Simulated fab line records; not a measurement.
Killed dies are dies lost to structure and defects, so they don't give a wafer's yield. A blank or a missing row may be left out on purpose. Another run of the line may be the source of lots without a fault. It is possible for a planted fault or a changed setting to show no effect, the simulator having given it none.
Chamber matching / flow n5-finfet / N5_BEOL_M1_VIA_ETCH_34 on rie-diel-03: 4 sister chambers
The step etches the open film in C4F6/O2, target depth 67.8 nm, time 64.4 s. 18 wafers are shown with their chamber, then 9 later ones without.

WAFERS PAIRED WITH THEIR CHAMBERS
wafer=L074.2; chamber=0; throttle-valve-pct (%)=30.53; rf-vpp-V (V)=650; showerhead-plenum-p-Torr (Torr)=2.69
wafer=L074.3; chamber=1; throttle-valve-pct (%)=30.62; rf-vpp-V (V)=678; showerhead-plenum-p-Torr (Torr)=2.93
wafer=L074.6; chamber=1; throttle-valve-pct (%)=30.62; rf-vpp-V (V)=677; showerhead-plenum-p-Torr (Torr)=2.93
wafer=L076.1; chamber=3; throttle-valve-pct (%)=30.85; rf-vpp-V (V)=651; showerhead-plenum-p-Torr (Torr)=3.03
wafer=L076.2; chamber=2; throttle-valve-pct (%)=30.96; rf-vpp-V (V)=681; showerhead-plenum-p-Torr (Torr)=2.71
wafer=L076.5; chamber=3; throttle-valve-pct (%)=30.86; rf-vpp-V (V)=651; showerhead-plenum-p-Torr (Torr)=3.03
wafer=L079.2; chamber=1; throttle-valve-pct (%)=30.62; rf-vpp-V (V)=678; showerhead-plenum-p-Torr (Torr)=2.92
wafer=L079.3; chamber=0; throttle-valve-pct (%)=30.54; rf-vpp-V (V)=662; showerhead-plenum-p-Torr (Torr)=3.03
wafer=L079.4; chamber=1; throttle-valve-pct (%)=30.64; rf-vpp-V (V)=677; showerhead-plenum-p-Torr (Torr)=2.92
wafer=L082.1; chamber=1; throttle-valve-pct (%)=30.63; rf-vpp-V (V)=678; showerhead-plenum-p-Torr (Torr)=2.92
wafer=L082.2; chamber=3; throttle-valve-pct (%)=30.86; rf-vpp-V (V)=651; showerhead-plenum-p-Torr (Torr)=3.03
wafer=L082.4; chamber=2; throttle-valve-pct (%)=30.97; rf-vpp-V (V)=679; showerhead-plenum-p-Torr (Torr)=2.71
wafer=L087.1; chamber=2; throttle-valve-pct (%)=30.96; rf-vpp-V (V)=682; showerhead-plenum-p-Torr (Torr)=2.70
wafer=L087.5; chamber=1; throttle-valve-pct (%)=30.66; rf-vpp-V (V)=678; showerhead-plenum-p-Torr (Torr)=2.91
wafer=L087.6; chamber=0; throttle-valve-pct (%)=30.56; rf-vpp-V (V)=660; showerhead-plenum-p-Torr (Torr)=3.02
wafer=L089.2; chamber=3; throttle-valve-pct (%)=30.87; rf-vpp-V (V)=649; showerhead-plenum-p-Torr (Torr)=3.02
wafer=L089.4; chamber=0; throttle-valve-pct (%)=30.56; rf-vpp-V (V)=663; showerhead-plenum-p-Torr (Torr)=3.02
wafer=L089.5; chamber=2; throttle-valve-pct (%)=30.97; rf-vpp-V (V)=681; showerhead-plenum-p-Torr (Torr)=2.70

SIGNATURES (means of the wafers above)
reading=throttle-valve-pct; chamber 0=30.5475; chamber 1=30.6317; chamber 2=30.9650; chamber 3=30.8600; scatter within a chamber=0.0127
reading=rf-vpp-V; chamber 0=658.75; chamber 1=677.67; chamber 2=680.75; chamber 3=650.50; scatter within a chamber=2.88
reading=showerhead-plenum-p-Torr; chamber 0=2.9400; chamber 1=2.9217; chamber 2=2.7050; chamber 3=3.0275; scatter within a chamber=0.0774
Rule: distance of a wafer from a chamber = root of the sum over the readings of ((wafer's reading minus chamber's mean) / reading's scatter) squared. The wafer belongs to the nearest chamber; if the next one is less than 2 further off, it can't be placed. How the scatter is found: for the shown wafers, subtract from each reading the mean of its chamber, square and add these, divide the total by (wafers less chambers), then take the root.

WAFERS MISSING THEIR CHAMBER
wafer=L091.1; throttle-valve-pct (%)=30.98; rf-vpp-V (V)=680; showerhead-plenum-p-Torr (Torr)=2.70
wafer=L091.2; throttle-valve-pct (%)=30.65; rf-vpp-V (V)=677; showerhead-plenum-p-Torr (Torr)=2.91
wafer=L091.4; throttle-valve-pct (%)=30.88; rf-vpp-V (V)=651; showerhead-plenum-p-Torr (Torr)=3.02
wafer=L094.2; throttle-valve-pct (%)=30.98; rf-vpp-V (V)=680; showerhead-plenum-p-Torr (Torr)=2.70
wafer=L094.4; throttle-valve-pct (%)=30.88; rf-vpp-V (V)=651; showerhead-plenum-p-Torr (Torr)=3.02
wafer=L094.5; throttle-valve-pct (%)=30.65; rf-vpp-V (V)=677; showerhead-plenum-p-Torr (Torr)=2.91
wafer=L097.1; throttle-valve-pct (%)=30.66; rf-vpp-V (V)=676; showerhead-plenum-p-Torr (Torr)=2.91
wafer=L097.4; throttle-valve-pct (%)=30.66; rf-vpp-V (V)=676; showerhead-plenum-p-Torr (Torr)=2.91
wafer=L097.6; throttle-valve-pct (%)=30.58; rf-vpp-V (V)=661; showerhead-plenum-p-Torr (Torr)=3.01

EACH ONE'S CHAMBER
wafer=L091.1; from the rows above=2; in truth=2
wafer=L091.2; from the rows above=1; in truth=1
wafer=L091.4; from the rows above=3; in truth=3
wafer=L094.2; from the rows above=2; in truth=2
wafer=L094.4; from the rows above=3; in truth=3
wafer=L094.5; from the rows above=1; in truth=1
wafer=L097.1; from the rows above=1; in truth=1
wafer=L097.4; from the rows above=1; in truth=1
wafer=L097.6; from the rows above=0; in truth=0
Correct placement for 9 of the 9. Can't be placed from these rows: 0. Wrongly placed: 0.
